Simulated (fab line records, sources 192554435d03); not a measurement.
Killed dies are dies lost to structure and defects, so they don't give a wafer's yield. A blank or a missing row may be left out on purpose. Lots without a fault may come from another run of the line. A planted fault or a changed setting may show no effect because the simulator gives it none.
fab line records | flow n5_finfet | part 1 of 2: steps 1 to 4 of 6
record lots=23 wafers=69 last_day=18
route steps=1938 shown DUMMY_GATE@240 SD_EPI_P@306 SD_ACTIVATION@330 ILD0@346 SDB@363
lots that met no fault: from a run of the same line without faults
start_h: hours from the record's first day to the start of the lot's first wafer shown | wait_h: hours since the lot's step before | " the same as in the row above | L1.1+2: a row that stands for several wafers | - no value, or no start given | * or withheld: withheld | < > ~ a bound
route shown NAME@n: a module of which the file shows steps, and the number in the route of the first | usual: mean/standard deviation of fault-free wafers | same: alike in all rows | chamber/n: place in a boat | sites: the reading at each site | _std_site: their standard deviation | _edge_site: outer sites' mean less inner sites' | radius_mm: how far each site lies from the wafer's centre | mask NAME#n: copy n | behind: the tool/chamber that last shaped the wafer | hold: why the lot was held/for how many hours/how that ended | device: the transistor (n, p or np) that didn't switch | end of line: the same wafers' tests at the end of the route | a step without rows: its recipe alone | killed: dies lost to structure and defects at the first sort, not the wafer's yield | map: a wafer's dies, x killed, . not, _ none there
set.NAME: the setting as run; set.NAME@STEP: as run at that earlier step | model.NAME: the simulator's own value behind a step, which no gauge read
steps of the route over a sample of lots; a table a step, a row a wafer
services: from which hour (start_h, from the record's first day; less than 0 if before it) a tool's chamber was out of use, for how many hours, and why
## steps
# step N5_DUMMY_GATE_TRIM_49
# recipe chemistry=O2 resist=SOC time_s=29 target_cd_nm=14 source_power_w=300 bias_power_w=0 O2_flow_sccm=100 temp_c=20
# usual drypump_motor_current_A=5.8/0.5 oes_product_au=1.008/0.019 throttle_valve_pct=8.22/0.16
# columns lot.wafer tool chamber start_h wait_h drypump_motor_current_A oes_product_au rf_hours_counter_h throttle_valve_pct
L074.2 rie_si-05 3 47.42 0.0 5.4 0.998 112 8.22
L074.3 " 2 " " 6.8 1.019 168 8.09
L074.4 " 1 " " 5.6 0.988 189 8.19
L075.1 rie_si-05 1 52.74 0.0 5.6 0.999 189 8.19
L075.3 " 3 " " 5.5 0.992 112 8.23
L075.5 " 3 " " 5.5 0.994 - 8.22
L076.1 rie_si-05 2 58.66 0.0 6.8 1.022 168 8.10
L076.2 " 3 " " 5.5 1.005 112 8.24
L076.5 " 1 " " 5.5 1.001 - 8.20
L077.1 rie_si-06 3 63.81 0.0 5.5 1.028 64 8.19
L077.2 " 1 " " 4.9 1.028 172 8.39
L077.3 " 0 " " 5.7 1.004 161 8.29
L078.3 rie_si-06 2 74.56 0.0 5.9 0.995 146 8.27
L078.5 " 2 " " 5.9 1.007 - 8.27
L078.6 " 1 " " 4.9 1.029 - 8.40
L079.1 rie_si-01 3 79.55 0.0 6.5 1.008 160 8.29
L079.4 " 1 " " 5.8 0.961 190 8.32
L079.6 " 0 " " 5.6 1.009 - 8.35
L080.2 rie_si-01 1 83.78 0.0 5.8 0.962 190 8.33
L080.4 " 3 " " 6.5 1.018 160 8.28
L080.5 " 3 " " 6.5 1.012 - 8.30
L081.1 rie_si-01 2 90.65 0.0 5.5 1.007 68 7.94
L081.2 " 3 " " 6.5 1.012 160 8.31
L081.3 " 1 " " 5.8 0.975 190 8.33
L082.1 rie_si-06 0 94.77 0.0 5.8 1.000 161 8.30
L082.3 " 2 " " 5.9 0.997 147 8.26
L082.6 " 3 " " 5.4 1.025 - 8.19
L083.2 rie_si-06 3 101.56 0.0 5.5 1.025 65 8.16
L083.5 " 1 " " 4.9 1.016 - 8.42
L083.6 " 2 " " 5.9 1.008 - 8.28
L084.3 rie_si-06 1 110.67 0.0 4.9 1.014 173 8.40
L084.5 " 2 " " 5.9 0.996 - 8.28
L084.6 " 1 " " 4.9 1.024 - 8.40
L085.1 rie_si-05 3 113.97 0.0 5.5 0.991 113 8.25
L085.2 " 1 " " 5.6 0.988 190 8.18
L085.5 " 1 " " 5.6 1.008 - 8.20
L087.2 rie_si-01 3 125.34 0.0 6.5 1.023 161 8.30
L087.3 " 2 " " 5.5 1.004 69 7.96
L087.4 " 0 " " 5.7 1.029 124 8.35
L088.2 rie_si-01 2 132.12 0.0 5.5 1.015 69 7.94
L088.5 " 0 " " 5.7 1.026 - 8.37
L088.6 " 1 " " 5.8 0.984 - 8.32
L089.2 rie_si-01 3 137.64 0.0 6.5 1.011 161 8.29
L089.3 " 0 " " 5.6 1.032 124 8.37
L089.6 " 2 " " 5.5 1.004 - 7.95
L090.1 rie_si-06 0 143.51 0.0 5.8 1.004 162 8.29
L090.2 " 1 " " 4.9 1.018 173 8.40
L090.3 " 3 " " 5.5 1.024 66 8.15
L091.2 rie_si-01 2 150.03 0.0 5.5 0.996 69 7.94
L091.4 " 3 " " 6.5 1.007 161 8.29
L091.5 " 1 " " 5.8 0.966 - 8.33
L092.1 rie_si-01 3 156.86 0.0 6.5 1.011 161 8.30
L092.4 " 1 " " 5.8 0.979 192 8.31
L092.6 " 2 " " 5.5 1.011 - 7.95
L093.1 rie_si-01 1 162.95 0.0 5.8 0.963 192 8.33
L093.3 " 3 " " 6.5 1.014 161 8.29
L093.5 " 0 " " 5.6 1.021 - 8.36
L094.1 rie_si-01 3 169.01 0.0 6.5 1.019 161 8.31
L094.2 " 2 " " 5.5 1.004 69 7.94
L094.5 " 0 " " 5.6 1.008 - 8.36
L095.2 rie_si-05 1 173.09 0.0 5.6 0.988 191 8.20
L095.3 " 3 " " 5.4 0.999 114 8.25
L095.5 " 1 " " 5.6 0.999 - 8.20
L096.2 rie_si-01 3 180.29 0.0 6.5 1.012 162 8.28
L096.4 " 2 " " 5.5 0.995 - 7.95
L096.6 " 0 " " 5.6 1.022 - 8.35
L097.2 rie_si-01 3 188.22 0.0 6.5 1.016 162 8.29
L097.3 " 2 " " 5.5 1.003 70 7.94
L097.6 " 0 " " 5.6 1.012 - 8.35
# step N5_DUMMY_GATE_STRIP_48
# recipe chemistry=N2/H2 time_s=20 power_w=100 temp_c=40 pressure_mtorr=100 rf_frequency_hz=6e+07 bias_power_w=3 n2_flow_sccm=300 h2_flow_sccm=300
# usual drypump_motor_current_A=5.8/0.46 oes_product_au=0.77/0.072 rf_vpp_V=45.3/0.85 showerhead_plenum_p_Torr=3.38/0.11 throttle_valve_pct=12.25/0.16
# columns lot.wafer tool chamber start_h wait_h drypump_motor_current_A oes_product_au rf_hours_counter_h rf_vpp_V showerhead_plenum_p_Torr throttle_valve_pct
L074.2 rie_diel-05 2 48.22 0.0 5.6 0.74 174 45.9 3.50 12.19
L074.3 " 1 " " 5.7 0.75 137 45.3 3.24 12.56
L074.4 " 0 " " 5.9 0.90 35 44.7 3.57 11.94
L075.1 rie_diel-02 3 53.48 0.0 5.9 0.73 158 45.7 3.26 12.32
L075.3 " 1 " " 6.2 0.74 160 45.9 3.47 12.07
L075.5 " 0 " " 5.8 0.78 - 45.9 3.38 12.07
L076.1 rie_diel-01 0 59.51 0.0 6.0 0.81 112 44.9 3.26 12.24
L076.2 " 2 " " 6.0 0.75 147 46.1 3.51 12.26
L076.5 " 2 " " 6.0 0.74 - 43.1 3.51 12.27
L077.1 rie_diel-01 1 64.55 0.0 6.5 0.98 6 45.4 3.46 12.00
L077.2 " 2 " " 6.0 0.74 150 45.3 3.50 12.28
L077.3 " 0 " " 6.1 0.81 114 45.4 3.26 12.23
L078.3 rie_diel-01 3 75.39 0.0 5.0 0.74 164 45.9 3.25 12.32
L078.5 " 1 " " 6.5 0.98 - 45.1 3.46 12.02
L078.6 " 2 " " 6.0 0.75 - 44.2 3.50 12.28
L079.1 rie_diel-02 1 80.31 0.0 6.2 0.74 168 45.6 3.47 12.08
L079.4 " 3 " " 5.9 0.73 165 45.7 3.25 12.37
L079.6 " 1 " " 6.1 0.74 - 45.1 3.47 12.08
L080.2 rie_diel-05 1 84.63 0.0 5.7 0.74 147 45.9 3.23 12.58
L080.4 " 0 " " 5.9 0.87 46 46.8 3.56 11.99
L080.5 " 1 " " 5.7 0.75 - 45.4 3.23 12.59
L081.1 rie_diel-02 3 91.39 0.0 5.9 0.73 169 45.9 3.25 12.38
L081.2 " 1 " " 6.2 0.74 171 44.7 3.46 12.09
L081.3 " 2 " " 5.0 0.76 159 45.8 3.37 12.15
L082.1 rie_diel-01 0 95.57 0.0 6.1 0.79 123 44.1 3.25 12.26
L082.3 " 3 " " 5.0 0.73 167 44.8 3.25 12.32
L082.6 " 3 " " 5.0 0.74 - 43.6 3.25 12.34
L083.2 rie_diel-01 0 102.46 0.0 6.1 0.80 125 45.3 3.25 12.25
L083.5 " 0 " " 6.1 0.80 - 47.0 3.25 12.26
L083.6 " 3 " " 5.0 0.73 - 45.2 3.24 12.33
L084.3 rie_diel-05 2 111.76 0.0 5.6 0.73 192 44.7 3.49 12.25
L084.5 " 2 " " 5.6 0.73 - 45.2 3.49 12.27
L084.6 " 3 " " 5.6 0.73 - 44.5 3.50 12.33
L085.1 rie_diel-02 0 114.82 0.0 5.8 0.76 141 46.5 3.37 12.12
L085.2 " 3 " " 5.9 0.71 178 44.9 3.25 12.39
L085.5 " 3 " " 5.9 0.72 - 46.2 3.25 12.40
L087.2 rie_diel-05 2 126.08 0.0 5.6 0.73 196 44.0 3.49 12.26
L087.3 " 1 " " 5.7 0.73 158 45.5 3.23 12.62
L087.4 " 3 " " 5.6 0.73 201 44.0 3.50 12.33
L088.2 rie_diel-02 1 132.92 0.0 6.2 0.74 178 45.6 3.46 12.10
L088.5 " 2 " " 5.0 0.75 - 45.2 3.36 12.19
L088.6 " 1 " " 6.2 0.73 - 44.3 3.46 12.11
L089.2 rie_diel-01 3 138.54 0.0 5.0 0.72 183 46.0 3.24 12.36
L089.3 " 2 " " 5.9 0.73 172 45.4 3.49 12.33
L089.6 " 0 " " 6.0 0.79 - 45.8 3.24 12.29
L090.1 rie_diel-05 3 144.42 0.0 5.6 0.72 207 43.3 3.50 12.34
L090.2 " 1 " " 5.7 0.72 163 46.0 3.23 12.62
L090.3 " 2 " " 5.6 0.72 201 46.6 3.48 12.27
L091.2 rie_diel-05 3 150.80 0.0 5.6 0.72 209 45.8 3.49 12.36
L091.4 " 0 " " 5.9 0.86 65 47.2 3.55 12.04
L091.5 " 1 " " 5.8 0.72 - 46.2 3.22 12.64
L092.1 rie_diel-01 2 157.88 0.0 6.0 0.72 178 44.0 3.49 12.35
L092.4 " 1 " " 6.5 0.92 33 45.4 3.45 12.09
L092.6 " 1 " " 6.5 0.92 - 46.0 3.45 12.08
L093.1 rie_diel-02 0 163.96 0.0 5.8 0.74 158 45.9 3.36 12.17
L093.3 " 2 " " 4.9 0.72 182 44.6 3.35 12.22
L093.5 " 2 " " 5.0 0.73 - 46.8 3.35 12.21
L094.1 rie_diel-01 2 169.76 0.0 6.0 0.71 182 46.6 3.49 12.37
L094.2 " 0 " " 6.0 0.78 147 45.5 3.24 12.32
L094.5 " 0 " " 6.0 0.78 - 45.6 3.24 12.32
L095.2 rie_diel-05 3 173.86 0.0 5.6 0.72 216 45.5 3.49 12.37
L095.3 " 0 " " 5.9 0.85 72 46.3 3.54 12.06
L095.5 " 3 " " 5.6 0.72 - 45.0 3.49 12.38
L096.2 rie_diel-01 3 181.23 0.0 5.0 0.72 196 45.6 3.23 12.40
L096.4 " 2 " " 6.0 0.72 - 45.7 3.48 12.35
L096.6 " 1 " " 6.5 0.91 - 44.9 3.45 12.09
L097.2 rie_diel-01 2 188.96 0.0 6.0 0.72 188 45.2 3.48 12.37
L097.3 " 0 " " 6.1 0.78 152 43.7 3.24 12.33
L097.6 " 3 " " 5.0 0.71 - 44.6 3.23 12.40
# step N5_SD_EPI_P_DESCUM_14
# recipe chemistry=O2 time_s=7.9 source_power_w=50 bias_power_w=20 pressure_mtorr=20 rf_frequency_hz=2.712e+07 temp_c=40 resist=CAR-ArF-block o2_flow_sccm=225
# usual drypump_motor_current_A=5.7/0.47 oes_product_au=0.77/0.07 rf_vpp_V=243.0/1.5 showerhead_plenum_p_Torr=2.09/0.069 throttle_valve_pct=20.48/0.19
# columns lot.wafer tool chamber start_h wait_h drypump_motor_current_A oes_product_au rf_hours_counter_h rf_vpp_V showerhead_plenum_p_Torr throttle_valve_pct
L074.2 rie_diel-05 3 53.69 0.0 5.6 0.74 181 244.7 2.18 20.52
L074.3 " 2 " " 5.6 0.75 176 245.9 2.16 20.29
L074.4 " 0 " " 5.9 0.90 37 245.3 2.21 20.33
L075.1 rie_diel-05 2 60.76 0.0 5.6 0.76 178 244.3 2.16 20.30
L075.3 " 1 " " 5.7 0.75 141 242.5 2.01 20.84
L075.5 " 1 " " 5.7 0.75 - 243.0 2.01 20.83
L076.1 rie_diel-02 1 65.45 0.0 6.2 0.75 164 244.4 2.18 20.42
L076.2 " 3 " " 5.9 0.73 160 242.9 2.01 20.47
L076.5 " 2 " " 4.9 0.77 - 242.0 2.08 20.14
L077.1 rie_diel-01 3 70.16 0.0 5.0 0.74 162 242.0 2.02 20.54
L077.2 " 0 " " 6.0 0.81 115 242.7 2.04 20.72
L077.3 " 2 " " 6.0 0.74 151 245.2 2.16 20.39
L078.3 rie_diel-05 1 81.35 0.0 5.7 0.74 147 243.1 2.01 20.82
L078.5 " 0 " " 5.9 0.89 - 244.1 2.21 20.36
L078.6 " 3 " " 5.6 0.73 - 243.1 2.18 20.52
L079.1 rie_diel-01 1 87.89 0.0 6.5 0.98 13 243.5 2.14 20.20
L079.4 " 2 " " 6.0 0.74 156 243.9 2.16 20.42
L079.6 " 1 " " 6.5 0.96 - 243.9 2.14 20.22
L080.2 rie_diel-01 2 91.18 0.0 6.0 0.75 157 244.0 2.16 20.41
L080.4 " 1 " " 6.5 0.96 14 245.2 2.14 20.22
L080.5 " 0 " " 6.0 0.80 - 242.3 2.04 20.74
L081.1 rie_diel-02 1 99.45 0.0 6.1 0.74 173 244.1 2.18 20.45
L081.2 " 2 " " 4.9 0.75 162 243.7 2.07 20.17
L081.3 " 0 " " 5.7 0.77 136 243.0 2.10 20.27
L082.1 rie_diel-01 1 105.35 0.0 6.5 0.95 18 244.6 2.14 20.25
L082.3 " 0 " " 6.0 0.80 125 241.7 2.04 20.75
L082.6 " 0 " " 6.0 0.80 - 243.4 2.04 20.74
L083.2 rie_diel-01 0 108.66 0.0 6.0 0.80 126 241.8 2.04 20.74
L083.5 " 0 " " 6.0 0.81 - 241.7 2.04 20.73
L083.6 " 3 " " 5.0 0.73 - 241.2 2.02 20.54
L084.3 rie_diel-02 0 117.79 0.0 5.7 0.76 142 243.0 2.10 20.28
L084.5 " 0 " " 5.7 0.76 - 243.6 2.10 20.27
L084.6 " 3 " " 5.9 0.72 - 241.3 2.00 20.49
L085.1 rie_diel-05 1 121.07 0.0 5.7 0.74 157 241.0 2.01 20.86
L085.2 " 0 " " 5.9 0.87 56 244.5 2.20 20.39
L085.5 " 0 " " 5.9 0.86 - 245.4 2.20 20.37
L087.2 rie_diel-01 3 132.29 0.3 5.0 0.73 180 242.0 2.02 20.57
L087.3 " 2 " " 6.0 0.72 170 244.5 2.15 20.44
L087.4 " 0 " " 6.0 0.79 135 241.4 2.03 20.75
L088.2 rie_diel-02 2 138.89 0.2 5.0 0.74 175 243.5 2.07 20.22
L088.5 " 2 " " 4.9 0.74 - 242.5 2.07 20.20
L088.6 " 3 " " 5.9 0.71 - 242.1 2.00 20.50
L089.2 rie_diel-05 1 144.58 0.0 5.7 0.72 163 241.8 2.01 20.86
L089.3 " 2 " " 5.6 0.72 201 244.3 2.15 20.34
L089.6 " 2 " " 5.6 0.73 - 244.9 2.15 20.33
L090.1 rie_diel-05 2 150.01 0.1 5.6 0.72 203 243.9 2.15 20.32
L090.2 " 1 " " 5.7 0.72 165 242.1 2.01 20.85
L090.3 " 3 " " 5.6 0.72 208 243.9 2.17 20.55
L091.2 rie_diel-01 3 156.43 0.0 5.0 0.72 188 241.8 2.01 20.57
L091.4 " 1 " " 6.5 0.92 32 245.2 2.13 20.25
L091.5 " 0 " " 6.0 0.80 - 242.0 2.03 20.76
L092.1 rie_diel-01 0 164.11 0.3 6.0 0.78 145 242.1 2.03 20.77
L092.4 " 3 " " 5.0 0.72 190 242.1 2.01 20.59
L092.6 " 1 " " 6.5 0.91 - 244.2 2.13 20.24
L093.1 rie_diel-02 3 171.36 0.1 5.9 0.70 197 241.0 2.00 20.50
L093.3 " 0 " " 5.7 0.74 161 243.4 2.09 20.30
L093.5 " 3 " " 5.9 0.70 - 241.1 2.00 20.53
L094.1 rie_diel-01 2 175.96 0.0 5.9 0.72 184 244.1 2.15 20.46
L094.2 " 1 " " 6.5 0.90 40 244.2 2.13 20.26
L094.5 " 1 " " 6.5 0.91 - 243.9 2.13 20.25
L095.2 rie_diel-01 1 180.27 0.2 6.5 0.89 42 244.5 2.13 20.26
L095.3 " 0 " " 6.1 0.78 150 239.8 2.03 20.77
L095.5 " 2 " " 5.9 0.72 - 243.2 2.15 20.46
L096.2 rie_diel-02 1 187.88 0.0 6.2 0.72 192 244.7 2.17 20.47
L096.4 " 3 " " 5.9 0.69 202 241.3 2.00 20.53
L096.6 " 1 " " 6.1 0.71 - 244.3 2.17 20.49
L097.2 rie_diel-01 2 195.97 0.0 5.9 0.71 190 244.5 2.14 20.46
L097.3 " 1 " " 6.5 0.89 46 245.0 2.13 20.29
L097.6 " 3 " " 5.0 0.72 - 241.4 2.01 20.58
# step N5_SD_ACTIVATION_RTA_00
# recipe temp_c=975 time_s=0 ambient=N2 idle_temp_c=600 ramp_up_c_per_s=150 ramp_down_c_per_s=60 cool_to_c=600
# usual lamp_power_pct=8.96/0.053 wafer_temp_C_max=975.2/2
# columns lot.wafer tool chamber start_h wait_h lamp_power_pct wafer_temp_C_max
L074.2 rtp_anneal-01 0 57.49 0.1 9.01 973.7
L074.3 " 0 " " 8.97 974.6
L074.4 " 0 " " 9.04 978.3
L075.1 rtp_anneal-02 0 64.62 0.0 8.87 977.8
L075.3 " 0 " " 9.05 971.5
L075.5 " 0 " " 8.95 975.7
L076.1 rtp_anneal-01 0 69.64 0.2 8.98 976.8
L076.2 " 0 " " 8.92 972.9
L076.5 " 0 " " 9.01 973.6
L077.1 rtp_anneal-02 0 74.92 0.0 8.96 976.1
L077.2 " 0 " " 8.92 975.9
L077.3 " 0 " " 8.99 975.9
L078.3 rtp_anneal-02 0 86.13 0.2 8.90 976.2
L078.5 " 0 " " 8.95 976.6
L078.6 " 0 " " 8.93 973.5
L079.1 rtp_anneal-02 0 92.48 0.0 8.94 973.7
L079.4 " 0 " " 8.95 971.8
L079.6 " 0 " " 8.97 975.5
L080.2 rtp_anneal-02 0 95.18 0.3 9.02 972.9
L080.4 " 0 " " 8.87 973.1
L080.5 " 0 " " 8.97 976.5
L081.1 rtp_anneal-02 0 105.16 0.0 9.05 976.3
L081.2 " 0 " " 8.94 972.4
L081.3 " 0 " " 8.98 971.5
L082.1 rtp_anneal-02 0 109.95 0.0 8.86 976.1
L082.3 " 0 " " 9.05 977.1
L082.6 " 0 " " 9.00 972.7
L083.2 rtp_anneal-01 0 112.44 0.1 8.96 976.4
L083.5 " 0 " " 8.88 977.2
L083.6 " 0 " " 8.83 976.3
L084.3 rtp_anneal-01 0 121.60 0.1 8.92 976.4
L084.5 " 0 " " 9.05 976.7
L084.6 " 0 " " 8.99 975.2
L085.1 rtp_anneal-02 0 124.94 0.0 9.03 975.8
L085.2 " 0 " " 8.98 973.1
L085.5 " 0 " " 8.99 977.2
L087.2 rtp_anneal-01 0 136.91 0.1 8.92 975.3
L087.3 " 0 " " 8.94 974.3
L087.4 " 0 " " 8.99 975.0
L088.2 rtp_anneal-01 0 142.85 0.1 8.93 974.8
L088.5 " 0 " " 8.97 976.1
L088.6 " 0 " " 8.84 978.7
L089.2 rtp_anneal-01 0 148.50 0.1 8.89 977.1
L089.3 " 0 " " 8.91 977.0
L089.6 " 0 " " 8.96 974.5
L090.1 rtp_anneal-01 0 153.91 0.0 8.91 974.6
L090.2 " 0 " " 8.92 977.8
L090.3 " 0 " " 9.01 976.7
L091.2 rtp_anneal-01 0 160.26 0.1 8.92 973.9
L091.4 " 0 " " 8.96 979.2
L091.5 " 0 " " 8.96 973.0
L092.1 rtp_anneal-02 0 167.85 0.0 8.97 973.5
L092.4 " 0 " " 8.93 980.0
L092.6 " 0 " " 8.98 976.4
L093.1 rtp_anneal-01 0 175.11 0.0 9.04 977.1
L093.3 " 0 " " 9.03 970.6
L093.5 " 0 " " 8.93 978.5
L094.1 rtp_anneal-01 0 179.70 0.0 8.98 972.2
L094.2 " 0 " " 8.98 975.0
L094.5 " 0 " " 8.93 973.6
L095.2 rtp_anneal-02 0 184.18 0.2 8.93 974.5
L095.3 " 0 " " 8.96 975.2
L095.5 " 0 " " 8.86 975.9
L096.2 rtp_anneal-01 0 191.66 0.1 9.11 979.9
L096.4 " 0 " " 8.95 976.5
L096.6 " 0 " " 9.02 975.6
L097.2 rtp_anneal-01 0 199.75 0.1 8.95 976.7
L097.3 " 0 " " 8.89 971.4
L097.6 " 0 " " 8.86 974.1
